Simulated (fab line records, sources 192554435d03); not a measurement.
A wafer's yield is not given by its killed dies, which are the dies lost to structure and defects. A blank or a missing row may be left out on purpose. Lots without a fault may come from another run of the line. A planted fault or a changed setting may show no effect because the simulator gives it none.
The tool behind it: which one?	flow n5-finfet	Sampling: 19 lots, 57 wafers, 6 of 1938 route steps

== WHAT THE GAUGES READ, wafer by wafer ==
Not one reading of a measure or inspect step in the record can be checked against a usual standard deviation.

== WHAT TOOL EACH LOT RAN ON (gives the tool, then ch and the chambers of the sampled wafers, and finally the start) ==
lot	N5_BEOL_M9_ETCH_41	N5_BEOL_M10_ETCH_66	N5_BEOL_M10_STRIP_36	N5_BEOL_M10_CURE_72	N5_BEOL_M10_DEGAS_44	N5_BEOL_M11_ETCH_62
L074	rie-diel-06 ch 1, day 9 22:53 or earlier	rie-diel-03 ch 0,1, day 9 22:53	rie-diel-03 ch 0,1, day 9 23:04	uv-cure-01 ch 0, day 9 23:38	pvd-sputter-02, day 10 00:28	rie-diel-06 ch 1,3, day 10 06:19
L075	rie-diel-05 ch 0,1,3, day 10 08:52 or earlier	rie-diel-03 ch 0,2,3, day 10 08:52	rie-diel-03 ch 0,2,3, day 10 09:02	uv-cure-01 ch 2, day 10 09:31	pvd-sputter-01, day 10 09:58	rie-diel-06 ch 1,2,3, day 10 14:23
L076	rie-diel-05 ch 0,3, day 11 01:15 or earlier	rie-diel-04 ch 1,3, day 11 01:15	rie-diel-04 ch 1,3, day 11 01:26	uv-cure-02 ch 2, day 11 01:51	pvd-sputter-03, day 11 02:16	rie-diel-06 ch 2,3, day 11 06:05
L078	rie-diel-06 ch 2,3, day 11 20:45 or earlier	rie-diel-03 ch 1,3, day 11 20:45	rie-diel-03 ch 1,3, day 11 20:56	uv-cure-02 ch 2, day 11 21:21	pvd-sputter-01, day 11 21:58	rie-diel-05 ch 0,1,2, day 12 02:19
L077	rie-diel-05 ch 0,1,2, day 11 20:07 or earlier	rie-diel-02 ch 0,3, day 11 20:07	rie-diel-02 ch 0,3, day 11 20:17	uv-cure-03 ch 1, day 11 20:55	pvd-sputter-01, day 11 21:23	rie-diel-05 ch 0,1, day 12 02:04
L079	rie-diel-05 ch 1,3, day 11 20:22 or earlier	rie-diel-04 ch 0,1,2, day 11 20:22	rie-diel-04 ch 0,1,2, day 11 20:33	uv-cure-01 ch 1, day 11 21:04	pvd-sputter-01, day 11 21:53	rie-diel-06 ch 1,2,3, day 12 02:23
L082	rie-diel-05 ch 0,1,2, day 12 01:32 or earlier	rie-diel-02 ch 0,3, day 12 01:32	rie-diel-02 ch 0,3, day 12 01:44	uv-cure-01 ch 1, day 12 02:13	pvd-sputter-01, day 12 02:29	rie-diel-01 ch 0,1,2, day 12 07:56
L081	rie-diel-06 ch 0,1,2, day 12 08:43 or earlier	rie-diel-02 ch 1,3, day 12 08:43	rie-diel-02 ch 1,3, day 12 08:54	uv-cure-02 ch 0, day 12 09:19	pvd-sputter-03, day 12 09:38	rie-diel-01 ch 0,2,3, day 12 16:29
L084	rie-diel-06 ch 0,1,3, day 13 03:52 or earlier	rie-diel-04 ch 0,1,3, day 13 03:52	rie-diel-04 ch 0,1,3, day 13 04:03	uv-cure-01 ch 2, day 13 04:28	pvd-sputter-01, day 13 05:05	rie-diel-01 ch 0,1,2, day 13 10:40
L085	rie-diel-01 ch 0,1,3, day 13 10:44 or earlier	rie-diel-02 ch 1,2, day 13 10:44	rie-diel-02 ch 1,2, day 13 10:56	uv-cure-01 ch 2, day 13 11:20	pvd-sputter-01, day 13 12:09	rie-diel-06 ch 0,2, day 13 18:04
L086	rie-diel-01 ch 2,3, day 13 17:03 or earlier	rie-diel-02 ch 1,2,3, day 13 17:03	rie-diel-02 ch 1,2,3, day 13 17:14	uv-cure-02 ch 0, day 13 17:39	pvd-sputter-03, day 13 18:14	rie-diel-05 ch 1,2, day 13 22:41
L088	rie-diel-06 ch 0,1,3, day 13 20:44 or earlier	rie-diel-02 ch 1,2,3, day 13 20:44	rie-diel-02 ch 1,2,3, day 13 20:55	uv-cure-02 ch 1, day 13 21:24	pvd-sputter-03, day 13 22:07	rie-diel-05 ch 0,1,2, day 14 02:28
L087	rie-diel-05 ch 0,2, day 14 00:10 or earlier	rie-diel-03 ch 2,3, day 14 00:10	rie-diel-03 ch 2,3, day 14 00:21	uv-cure-01 ch 2, day 14 00:47	pvd-sputter-03, day 14 01:54	rie-diel-05 ch 2,3, day 14 06:40
L089	rie-diel-06 ch 0,1, day 14 14:48 or earlier	rie-diel-04 ch 1,2,3, day 14 14:48	rie-diel-04 ch 1,2,3, day 14 14:59	uv-cure-02 ch 2, day 14 15:24	pvd-sputter-02, day 14 15:47	rie-diel-05 ch 0,1,3, day 14 19:53
L090	rie-diel-05 ch 1,2, day 14 18:23 or earlier	rie-diel-03 ch 0,1, day 14 18:23	rie-diel-03 ch 0,1, day 14 18:34	uv-cure-01 ch 0, day 14 18:59	pvd-sputter-02, day 14 20:56	rie-diel-01 ch 0,1,3, day 15 03:16
L091	rie-diel-05 ch 1,2,3, day 14 20:28 or earlier	rie-diel-04 ch 0,1,2, day 14 20:28	rie-diel-04 ch 0,1,2, day 14 20:40	uv-cure-03 ch 0, day 14 21:08	pvd-sputter-01, day 14 21:25	rie-diel-01 ch 0,1,2, day 15 03:54
L092	rie-diel-05 ch 0,1,2, day 14 20:56 or earlier	rie-diel-03 ch 0,1,2, day 14 20:56	rie-diel-03 ch 0,1,2, day 14 21:08	uv-cure-03 ch 0, day 14 21:35	pvd-sputter-01, day 14 21:52	rie-diel-01 ch 0,1,2, day 15 04:32
L096	rie-diel-05 ch 0,1,3, day 16 10:00 or earlier	rie-diel-04 ch 0,1,3, day 16 10:00	rie-diel-04 ch 0,1,3, day 16 10:11	uv-cure-01 ch 2, day 16 10:37	pvd-sputter-03, day 16 11:07	rie-diel-05 ch 1,2, day 16 15:19
L097	rie-diel-01 ch 1,2, day 16 12:44 or earlier	rie-diel-04 ch 0,2,3, day 16 12:44	rie-diel-04 ch 0,2,3, day 16 12:55	uv-cure-03 ch 2, day 16 13:29	pvd-sputter-02, day 16 14:22	rie-diel-01 ch 0,1,3, day 16 19:13
- N5_BEOL_M9_ETCH_41: etches SiCN in CH3F/O2, target depth 36.6 nm, time 70.1 s.
- N5_BEOL_M10_ETCH_66: etches SOC in N2/H2, target depth 120 nm, overetch 24 nm, time 180 s.
- N5_BEOL_M10_STRIP_36: strips in N2/H2.
- N5_BEOL_M10_CURE_72: cures SiCOH lowk, time 120 s.
- N5_BEOL_M10_DEGAS_44: time 60 s.
- N5_BEOL_M11_ETCH_62: etches SOC in N2/H2, target depth 110 nm, overetch 22 nm, time 165 s.

== WHAT THE TOOLS THEMSELVES READ (means of the sampled wafers that have a number; where no wafer has one, the mark that the record gives instead) ==
N5_BEOL_M9_ETCH_41.
lot	tool	chamber-pressure-mTorr (mTorr)	drypump-motor-current-A (A)	oes-product-au (a.u.)	rf-vpp-V (V)	showerhead-plenum-p-Torr (Torr)	throttle-valve-pct (%)
L074	rie-diel-06	29.975	5.8	0.84	297.5	2.05	16.30
L075	rie-diel-05	30.031	5.8	0.72	296.7	1.97	16.41
L076	rie-diel-05	30.014	5.6	0.73	296.3	1.97	16.55
L078	rie-diel-06	29.995	6.3	0.74	297.5	2.01	16.34
L077	rie-diel-05	29.996	5.8	0.80	295.9	1.95	16.26
L079	rie-diel-05	30.011	6.0	0.69	295.8	1.95	16.30
L082	rie-diel-05	29.979	5.7	0.79	297.6	1.95	16.26
L081	rie-diel-06	30.011	5.7	0.81	298.1	2.05	16.37
L084	rie-diel-06	30.008	5.7	0.84	297.8	2.06	16.40
L085	rie-diel-01	30.004	5.8	0.74	299.1	2.08	16.28
L086	rie-diel-01	29.981	6.2	0.70	297.2	1.95	16.29
L088	rie-diel-06	29.982	5.7	0.83	299.1	2.06	16.41
L087	rie-diel-05	29.977	5.6	0.85	297.8	2.00	16.27
L089	rie-diel-06	30.022	5.2	0.87	298.3	2.11	16.46
L090	rie-diel-05	30.004	5.8	0.92	298.7	2.07	16.00
L091	rie-diel-05	30.023	5.8	0.85	299.0	2.08	16.16
L092	rie-diel-05	30.003	5.8	0.85	297.3	2.02	16.15
L096	rie-diel-05	29.975	5.8	0.76	297.4	2.03	16.35
L097	rie-diel-01	30.035	6.4	0.71	296.2	1.95	16.24

N5_BEOL_M10_ETCH_66.
lot	tool	chamber-pressure-mTorr (mTorr)	drypump-motor-current-A (A)	n2-flow-sccm (sccm)	oes-product-au (a.u.)	rf-vpp-V (V)	showerhead-plenum-p-Torr (Torr)	throttle-valve-pct (%)
L074	rie-diel-03	29.987	5.4	200.1	0.64	524.9	2.56	17.68
L075	rie-diel-03	29.983	5.6	199.7	0.65	525.5	2.59	17.69
L076	rie-diel-04	29.999	6.4	200.3	0.71	524.6	2.55	17.66
L078	rie-diel-03	29.994	5.4	199.3	0.68	525.1	2.61	17.59
L077	rie-diel-02	29.987	5.4	199.1	0.56	521.7	2.43	17.69
L079	rie-diel-04	30.008	6.2	199.9	0.74	526.8	2.64	17.60
L082	rie-diel-02	30.046	5.5	200.6	0.57	521.9	2.48	17.78
L081	rie-diel-02	30.007	5.8	200.2	0.57	524.5	2.55	17.90
L084	rie-diel-04	30.004	6.5	200.2	0.69	525.3	2.59	17.71
L085	rie-diel-02	30.019	5.6	199.6	0.77	526.1	2.62	17.83
L086	rie-diel-02	30.000	5.7	200.5	0.69	525.6	2.58	17.82
L088	rie-diel-02	29.995	5.7	200.1	0.69	524.7	2.58	17.81
L087	rie-diel-03	29.986	5.6	200.2	0.68	527.3	2.63	17.63
L089	rie-diel-04	30.020	6.1	200.3	0.70	524.7	2.58	17.64
L090	rie-diel-03	29.994	5.4	200.1	0.61	524.0	2.55	17.76
L091	rie-diel-04	30.030	6.2	200.1	0.70	527.0	2.63	17.65
L092	rie-diel-03	29.994	5.4	200.1	0.60	523.5	2.53	17.75
L096	rie-diel-04	29.998	6.5	200.7	0.67	525.1	2.58	17.76
L097	rie-diel-04	29.993	6.3	199.9	0.67	527.5	2.66	17.81

N5_BEOL_M10_STRIP_36.
lot	tool	chamber-pressure-mTorr (mTorr)	drypump-motor-current-A (A)	n2-flow-sccm (sccm)	oes-product-au (a.u.)	rf-vpp-V (V)	showerhead-plenum-p-Torr (Torr)	throttle-valve-pct (%)
L074	rie-diel-03	19.98	5.4	200.0	0.78	59.4	2.56	23.59
L075	rie-diel-03	19.99	5.6	199.5	0.81	59.5	2.58	23.55
L076	rie-diel-04	20.02	6.4	200.2	0.88	60.0	2.54	23.46
L078	rie-diel-03	19.98	5.4	199.9	0.84	58.8	2.61	23.36
L077	rie-diel-02	20.00	5.4	200.3	0.70	58.3	2.42	23.45
L079	rie-diel-04	19.97	6.2	200.2	0.93	60.4	2.64	23.40
L082	rie-diel-02	19.97	5.5	199.2	0.70	59.5	2.47	23.55
L081	rie-diel-02	19.99	5.8	199.8	0.70	58.0	2.54	23.73
L084	rie-diel-04	20.01	6.5	200.0	0.87	60.0	2.58	23.51
L085	rie-diel-02	19.99	5.6	199.6	0.97	57.5	2.62	23.84
L086	rie-diel-02	20.01	5.7	200.2	0.87	59.6	2.58	23.72
L088	rie-diel-02	20.02	5.7	199.9	0.87	58.7	2.57	23.73
L087	rie-diel-03	20.00	5.6	199.5	0.84	59.5	2.63	23.40
L089	rie-diel-04	19.99	6.1	200.1	0.87	62.8	2.58	23.39
L090	rie-diel-03	20.01	5.4	200.2	0.76	60.6	2.54	23.60
L091	rie-diel-04	20.02	6.2	200.0	0.87	59.3	2.63	23.45
L092	rie-diel-03	19.99	5.4	200.3	0.74	61.2	2.53	23.59
L096	rie-diel-04	20.00	6.5	199.9	0.83	60.6	2.58	23.54
L097	rie-diel-04	19.99	6.2	200.0	0.84	60.3	2.65	23.58

N5_BEOL_M10_CURE_72.
lot	tool	lamp-power-pct (%)	wafer_temp_C_max
L074	uv-cure-01	52.32	373.1
L075	uv-cure-01	52.35	371.3
L076	uv-cure-02	52.29	372.0
L078	uv-cure-02	52.34	372.0
L077	uv-cure-03	52.26	371.5
L079	uv-cure-01	52.31	372.9
L082	uv-cure-01	52.29	373.1
L081	uv-cure-02	52.31	371.5
L084	uv-cure-01	52.26	371.0
L085	uv-cure-01	52.31	371.2
L086	uv-cure-02	52.32	371.0
L088	uv-cure-02	52.30	372.1
L087	uv-cure-01	52.32	371.0
L089	uv-cure-02	52.32	371.6
L090	uv-cure-01	52.34	372.1
L091	uv-cure-03	52.39	371.1
L092	uv-cure-03	52.30	371.1
L096	uv-cure-01	52.32	371.2
L097	uv-cure-03	52.30	371.5

N5_BEOL_M10_DEGAS_44.
lot	tool	heater-power-w (W)
L074	pvd-sputter-02	324
L075	pvd-sputter-01	327
L076	pvd-sputter-03	347
L078	pvd-sputter-01	314
L077	pvd-sputter-01	338
L079	pvd-sputter-01	340
L082	pvd-sputter-01	304
L081	pvd-sputter-03	335
L084	pvd-sputter-01	332
L085	pvd-sputter-01	288
L086	pvd-sputter-03	337
L088	pvd-sputter-03	340
L087	pvd-sputter-03	335
L089	pvd-sputter-02	333
L090	pvd-sputter-02	327
L091	pvd-sputter-01	314
L092	pvd-sputter-01	327
L096	pvd-sputter-03	356
L097	pvd-sputter-02	337

N5_BEOL_M11_ETCH_62.
lot	tool	chamber-pressure-mTorr (mTorr)	drypump-motor-current-A (A)	n2-flow-sccm (sccm)	oes-product-au (a.u.)	rf-vpp-V (V)	showerhead-plenum-p-Torr (Torr)	throttle-valve-pct (%)
L074	rie-diel-06	29.986	6.0	200.1	0.70	524.9	2.59	17.84
L075	rie-diel-06	29.993	6.2	200.4	0.66	524.2	2.56	17.83
L076	rie-diel-06	30.009	6.3	200.0	0.65	523.9	2.55	17.91
L078	rie-diel-05	29.970	5.7	199.7	0.67	521.2	2.48	17.75
L077	rie-diel-05	30.010	5.7	200.1	0.61	520.8	2.42	17.92
L079	rie-diel-06	30.017	6.2	199.8	0.65	523.7	2.55	17.85
L082	rie-diel-01	29.986	6.1	199.8	0.64	524.3	2.58	17.66
L081	rie-diel-01	29.993	5.9	199.9	0.62	524.2	2.57	17.84
L084	rie-diel-01	29.996	6.1	200.2	0.64	524.0	2.57	17.66
L085	rie-diel-06	30.008	5.4	199.7	0.71	526.1	2.62	17.81
L086	rie-diel-05	29.988	5.9	200.2	0.81	527.7	2.68	17.32
L088	rie-diel-05	30.004	5.7	199.8	0.73	524.8	2.58	17.64
L087	rie-diel-05	30.009	5.7	200.1	0.70	525.6	2.60	17.78
L089	rie-diel-05	29.997	5.8	199.9	0.66	525.0	2.59	17.80
L090	rie-diel-01	29.990	5.8	200.8	0.62	526.1	2.63	17.76
L091	rie-diel-01	29.974	6.1	200.3	0.63	524.5	2.57	17.70
L092	rie-diel-01	29.984	6.1	200.4	0.62	525.4	2.57	17.70
L096	rie-diel-05	30.013	5.9	200.1	0.75	528.1	2.67	17.36
L097	rie-diel-01	30.022	5.9	199.5	0.71	526.1	2.63	17.62

== THE ANSWER, worked out from the rows above alone ==
Rule: the lots themselves supply what counts as usual. The widest of any qualifying gaps counts: lots, ordered by their means at a reading, are off when they make up no more than a third of the lots, leave a main group of 4 or more, and stand apart from it by 3 or more times the standard deviation of that group's means. If all means in a main group match to the digits the tables above print for the reading, that group is not used. A lot without any number at a reading at which 4 lots or more have one is off too. The other lots that the step has rows for count as sound. Order of review: gauges by route order, followed by the tools' own readings, for which a lot's mean as printed above is used. The first step at which some lot is off is used, and at that step the reading that is off furthest; a lot without a number counts as furthest.
No lot is off on any of the readings shown, so nothing can be concluded from this.

== WHAT THE SIMULATOR HAD PUT IN ==
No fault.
